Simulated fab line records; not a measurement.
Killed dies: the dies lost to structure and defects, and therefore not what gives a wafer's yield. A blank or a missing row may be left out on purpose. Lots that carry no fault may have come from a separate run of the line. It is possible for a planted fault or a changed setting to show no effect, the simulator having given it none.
Which tool did it?	flow nandHarc	11 lots with 33 wafers sampled at 5 steps, on a route of 1302 steps

WHAT EACH GAUGE READ, for each wafer
NHARC_END_SORT_01.
lot	measured	on	killedAtArray
L170	day 27 16:41	prober-02	358 320 308
L172	day 27 18:29	prober-01	313 299 291
L178	day 30 09:28	prober-02	58 55 62
L177	day 30 09:29	prober-01	58 53 56
L179	day 30 18:04	prober-01	46 24 54
L183	day 32 12:28	prober-01	35 32 40

TOOL THAT RAN EACH LOT (tool first, then ch and the chambers of the sampled wafers, then the start)
lot	NHARC_A_CONTACT_ETCH_133	NHARC_A_CONTACT_ETCH_106	NHARC_A_CONTACT_DEP_84	NHARC_A_CONTACT_ETCH_31
L171	harCapEtch-01 ch 0,1, day 24 19:00	rieDiel-06 ch 0,1, day 24 20:22	aclDep-03 ch 0, day 25 01:50	rieDiel-01 ch 0,1,3, day 25 05:20
L170	harCapEtch-03 ch 0,1, day 25 03:01	rieDiel-13 ch 0,1, day 25 04:14	aclDep-01 ch 0, day 25 05:34	rieDiel-01 ch 0,3, day 25 08:25
L172	harCapEtch-01 ch 1, day 25 12:17	rieDiel-01 ch 0,1,2, day 25 13:31	aclDep-02 ch 0, day 25 15:04	rieDiel-01 ch 0,1,3, day 25 18:19
L178	harCapEtch-01 ch 0,1, day 28 01:02	rieDiel-06 ch 0,2, day 28 02:16	aclDep-01 ch 0, day 28 02:55	rieDiel-13 ch 0,1,2, day 28 06:14
L177	harCapEtch-02 ch 0,1, day 28 02:14	rieDiel-06 ch 0,3, day 28 04:02	aclDep-03 ch 0, day 28 06:25	rieDiel-06 ch 0,1,3, day 28 09:47
L179	harCapEtch-03 ch 0,1, day 28 06:09	rieDiel-06 ch 0,2,3, day 28 07:35	aclDep-02 ch 0, day 28 09:04	rieDiel-06 ch 0,2, day 28 12:04
L182	harCapEtch-02 ch 0,1, day 28 23:49	rieDiel-13 ch 1,3, day 29 01:10	aclDep-03 ch 0, day 29 06:26	rieDiel-06 ch 0,3, day 29 09:41
L184	harCapEtch-01 ch 0,1, day 29 21:56	rieDiel-13 ch 0,3, day 29 23:10	aclDep-01 ch 0, day 30 00:25	rieDiel-01 ch 1,3, day 30 03:13
L183	harCapEtch-02 ch 0,1, day 30 01:42	rieDiel-06 ch 0,2,3, day 30 02:56	aclDep-02 ch 0, day 30 03:52	rieDiel-01 ch 0,1,2, day 30 07:08
L185	harCapEtch-02 ch 0,1, day 31 08:26	rieDiel-06 ch 0,1,3, day 31 09:36	aclDep-01 ch 0, day 31 10:50	rieDiel-06 ch 0,1,2, day 31 13:41
L186	harCapEtch-01 ch 0,1, day 31 09:34	rieDiel-06 ch 0,1,2, day 31 10:56	aclDep-01 ch 0, day 31 12:00	rieDiel-06 ch 2,3, day 31 15:15
- NHARC_A_CONTACT_ETCH_133: etches the open film in C4F8/O2/Ar, time 374 s, target depth 1610 nm.
- NHARC_A_CONTACT_ETCH_106: etches the open film in CF4/O2, target depth 90 nm, overetch 9 nm, time 49.5 s.
- NHARC_A_CONTACT_DEP_84: deposits aC, target thk 2800 nm.
- NHARC_A_CONTACT_ETCH_31: etches the open film in O2/COS, target depth 2800 nm, time 728 s.

THE ANSWER, worked out from the rows above alone
Rule: the usual values come from the lots themselves. The widest of any qualifying gaps counts: lots, ordered by their means at a reading, are off when they make up no more than a third of the lots, leave a main group of 4 or more, and stand apart from it by 3 or more times the standard deviation of that group's means. A main group is skipped when, at the precision printed for the reading in the tables above, its means are all equal. Also off: a lot with no number at a reading for which 4 or more lots have one. Any other lot the step has rows for is counted as sound.
Off: L170, L172 (NHARC_END_SORT_01, killedAtArray). The main group has a mean of 48 with a standard deviation of 9.5. Neither off nor sound, because the step has no rows for them: L171, L182, L184, L185, L186.
A tool fits if, at a process step before that reading, it ran every lot that is off, and no sound lot after the first of them. Those tools and the gauges at NHARC_END_SORT_01 are tried in the same way. Of those tried, none fits.

WHAT THE SIMULATOR HAD INSERTED
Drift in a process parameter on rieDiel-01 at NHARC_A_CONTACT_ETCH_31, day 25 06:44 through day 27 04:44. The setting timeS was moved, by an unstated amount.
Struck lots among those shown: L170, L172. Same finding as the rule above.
